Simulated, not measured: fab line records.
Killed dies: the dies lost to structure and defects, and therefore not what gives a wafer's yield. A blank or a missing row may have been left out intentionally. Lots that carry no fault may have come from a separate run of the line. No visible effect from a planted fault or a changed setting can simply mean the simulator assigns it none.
The tool behind it: which one? -- flow n5Finfet -- 10 lots with 30 wafers sampled at 2 steps, on a route of 1938 steps

== WHAT THE GAUGES READ, wafer by wafer ==
N5_MIM_BOT_LITHO_OVL_MEAS_11.
lot,measured,on,MIM_BOT_OVL (nm)
L373,day 12 21:04,overlay-02,0 -4 -5
L375,day 13 07:16,overlay-01,-5 2 -8
L377,day 13 10:40,overlay-02,2 -6 1
L379,day 14 04:44,overlay-02,3 6 0
L380,day 14 14:49,overlay-01,0 -5 2
L381,day 14 20:40,overlay-02,-8 -2 10
L383,day 15 02:50,overlay-02,-6 1 -1
L384,day 15 15:53,overlay-02,2 7 3
L386,day 16 09:52,overlay-02,3 4 5
L390,day 16 20:38,overlay-01,5 -3 -7

== TOOL THAT RAN EACH LOT (tool first, then ch and the chambers of the sampled wafers, then the start) ==
lot,N5_MOL_CONTACT_COAG_ETCH_67
L373,"rieDiel-05 ch 0,1,3, day 5 22:51"
L375,"rieDiel-06 ch 0,1,2, day 6 13:01"
L377,"rieDiel-05 ch 0,1,3, day 6 17:41"
L379,"rieDiel-05 ch 0,3, day 7 14:14"
L380,"rieDiel-05 ch 0,3, day 7 14:59"
L381,"rieDiel-05 ch 0,1,2, day 7 22:01"
L383,"rieDiel-05 ch 0,1,3, day 8 11:32"
L384,"rieDiel-05 ch 2,3, day 8 16:06"
L386,"rieDiel-06 ch 0,2, day 8 23:13"
L390,"rieDiel-05 ch 0,2,3, day 10 03:10"
- N5_MOL_CONTACT_COAG_ETCH_67: etches SOC in N2/H2, target depth 60 nm, overetch 21 nm, time 101.2 s.

== THE ANSWER, worked out from the rows above alone ==
Rule: the lots themselves supply what counts as usual. Put in order of their means at a reading, lots are off if they are a third of the lots or fewer, leave a main group of 4 or more, and stand apart from it by a gap of 3 or more times the standard deviation of the main group's means; of several such gaps the widest counts. Not used: any main group whose means are identical at the precision the tables above print for the reading. Also off: a lot with no number at a reading for which 4 or more lots have one. Any other lot the step has rows for is counted as sound.
Nothing can be told from this: no lot is off at any reading shown.

== WHAT HAD BEEN PUT IN BY THE SIMULATOR ==
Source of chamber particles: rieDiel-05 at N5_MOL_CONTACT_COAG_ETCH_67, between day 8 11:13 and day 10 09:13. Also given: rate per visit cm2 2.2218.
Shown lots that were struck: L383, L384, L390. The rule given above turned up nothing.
